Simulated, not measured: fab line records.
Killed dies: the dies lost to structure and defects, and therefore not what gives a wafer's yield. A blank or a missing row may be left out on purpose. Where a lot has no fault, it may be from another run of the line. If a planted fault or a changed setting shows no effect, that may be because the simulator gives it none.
Struck lot and sound lot, side by side / flow nand-harc / 40 out of 1159 route steps
Sound: the wafers L581.3, L581.4, L581.6. Struck: wafer L591.2; the same lot's L591.5 was not struck, so it is left out; see the end for the cause.
For every step that has rows: the tool of each side, followed by ch and its chambers, followed by its first start. Under that, the readings that differ: sound wafers / struck wafers / difference of the means / sigmas: that difference in standard deviations of wafers without a fault.
alike: same words and numbers on both sides, and readings whose means sit less than 2 such deviations apart. not compared: any withheld reading, any reading some wafer has no value for, any bound like >300 that may hide the same value, and any number with overlapping values for which the record gives no deviation.
A row with sigmas, a row that says differs or no value, or rows on one side alone: a step with any of these is where the two part. Non-overlapping numbers with no deviation appear without sigmas and do not part them. A reading that every wafer of one side lacks parts them only if that side has two wafers or more.

NHARC_P_BONDPAD_OVL_MEAS_38:
  sound on overlay-01 at day 7 11:40; struck on overlay-02 at day 10 02:08
reading=overlay-x-nm (nm); sound=10 10 10; struck=-9; difference=-19; sigmas=-3
reading=overlay-y-nm (nm); sound=8 8 8; struck=-10; difference=-18; sigmas=-4
then, 2 steps without rows for these wafers: NHARC_P_BONDPAD_HARDBAKE_10 (time 65 s); NHARC_P_BONDPAD_DESCUM_11 (chemistry O2, time 3 s).
NHARC_P_BONDPAD_ETCH_37: etches the open film in N2/H2, target depth 60 nm, overetch 18 nm, time 65.91 s.
  sound on rie-diel-07 ch 0,2,3, day 7 11:52; struck on rie-diel-04 ch 3, day 10 02:22
reading=drypump-motor-current-A (A); sound=5.97 5.63 5.83; struck=5.25; difference=-0.56; sigmas=-2
  alike: chamber-pressure-mTorr, oes-product-au, rf-fwd-power-W, rf-vpp-V, showerhead-plenum-p-Torr, throttle-valve-pct
  not compared: rf-hours-counter-h
NHARC_P_BONDPAD_ETCH_12: etches the open film in CHF3/O2, target depth 200 nm, time 100 s.
  sound on rie-diel-07 ch 1,2,3; struck on rie-diel-04 ch 1
reading=drypump-motor-current-A (A); sound=5.82 5.74 5.62; struck=4.92; difference=-0.81; sigmas=-3
  alike: chamber-pressure-mTorr, oes-product-au, rf-fwd-power-W, rf-vpp-V, showerhead-plenum-p-Torr, throttle-valve-pct
  not compared: rf-hours-counter-h
NHARC_P_BONDPAD_CD_MEAS_13:
  sound on cd-sem-01 at day 7 12:06; struck on cd-sem-02 at day 10 03:17
  alike: cd-nm
then, 3 steps without rows for these wafers: NHARC_P_BONDPAD_STRIP_15 (strips in O2); NHARC_P_BONDPAD_ETCH_24 (etches the open film in CF4/N2, target depth 30 nm, time 72.99 s); NHARC_P_BONDPAD_STRIP_16 (strips in post etch residue remover, time 600 s).
NHARC_P_BONDPAD_DEGAS_25: time 60 s.
  sound on pvd-sputter-03 at day 7 12:43; struck on pvd-sputter-01 at day 10 03:55
  alike: heater-power-w
NHARC_P_BONDPAD_PRE_CLEAN_26: time 30 s.
  sound on pvd-sputter-03; struck on pvd-sputter-01
  alike: heater-power-w
then, 1 step without rows for these wafers: NHARC_P_BONDPAD_PVD_17 (deposits TaN, target thk 5 nm, time 8.06 s).
NHARC_P_BONDPAD_PVD_27: deposits Cu, target thk 30 nm, time 20.49 s.
  sound on pvd-sputter-03 at day 7 12:57; struck on pvd-sputter-01 at day 10 04:16
  alike: cathode-dc-power-W, throttle-valve-pct
then, 4 steps without rows for these wafers: NHARC_P_BONDPAD_ECD_18 (material Cu, target thk 400 nm); NHARC_P_BONDPAD_ANNEAL_28 (time 90 s); NHARC_P_BONDPAD_CMP_19 (polishes, t overpolish 30 s, cu recess touch 16 s, target thk 160.81 nm); NHARC_P_BONDPAD_SRD_21 (time 30 s, dry time 20 s).
NHARC_P_BONDPAD_INSPECT_23:
  sound on defect-inspect-02 at day 7 14:21; struck on defect-inspect-02 at day 10 05:41
  alike: raw-defect-count
then, 3 steps without rows for these wafers: NHARC_P_BONDPAD_ACTIVATE_29 (chemistry N2, time 60 s); NHARC_P_BONDPAD_PRECLEAN_30 (cleans in DIW, time 300 s); NHARC_P_BONDPAD_SRD_31 (time 30 s, dry time 20 s).
NHARC_A_START_INSPECT_01:
  rows exist in the record for the sound wafers here (defect-inspect-01, day 7 14:50), none for the struck ones
then, 11 steps without rows for these wafers: NHARC_A_ZERO_WELL_PRECLEAN_00 (cleans in SPM, time 600 s); NHARC_A_ZERO_WELL_SRD_01; NHARC_A_ZERO_WELL_DEHYDRATE_02 (time 120 s); NHARC_A_ZERO_WELL_HMDS_03 (time 30 s); NHARC_A_ZERO_WELL_COAT_18 (time 65 s); NHARC_A_ZERO_WELL_COAT_04 (resist thk 600 nm); NHARC_A_ZERO_WELL_SOFTBAKE_05 (time 70 s); NHARC_A_ZERO_WELL_EBR_06; NHARC_A_ZERO_WELL_EXPOSE_07 (exposes mask A ZERO); NHARC_A_ZERO_WELL_PEB_08 (peb time 80 s); NHARC_A_ZERO_WELL_DEVELOP_09 (time 50 s).
NHARC_A_ZERO_WELL_CD_MEAS_10 targets a cd of 2000 nm.
  the record has rows for the sound wafers here (cd-sem-03 ch 0, day 7 15:33) and none for the struck ones
then, 1 step without rows for these wafers: NHARC_A_ZERO_WELL_HARDBAKE_11 (time 65 s).
NHARC_A_ZERO_WELL_DESCUM_12: chemistry O2, time 3 s.
  the record has rows for the sound wafers here (rie-diel-10 ch 0,1, day 7 15:42) and none for the struck ones
then, 3 steps without rows for these wafers: NHARC_A_ZERO_WELL_ETCH_19 (etches the open film in N2/H2, target depth 80 nm, overetch 24 nm, time 87.88 s); NHARC_A_ZERO_WELL_ETCH_13 (etches the open film in HBr/Cl2, target depth 120 nm, time 40.1 s); NHARC_A_ZERO_WELL_STRIP_14 (strips in SPM, time 900 s).
-- the record jumps here: 13 days lie between the struck wafers' starts before and after (it left off in module A_ZERO_WELL and takes up again in module END, whose first step shown is number 1159 of the route) --
NHARC_END_SORT_01:
  only the struck wafers appear in the record here, on prober-01 ch 0 at day 23 05:25; the sound ones have no rows

## WHERE THEY PART
First at NHARC_P_BONDPAD_OVL_MEAS_38; last, within this record, at NHARC_END_SORT_01.

WHY: whatever the simulator had introduced
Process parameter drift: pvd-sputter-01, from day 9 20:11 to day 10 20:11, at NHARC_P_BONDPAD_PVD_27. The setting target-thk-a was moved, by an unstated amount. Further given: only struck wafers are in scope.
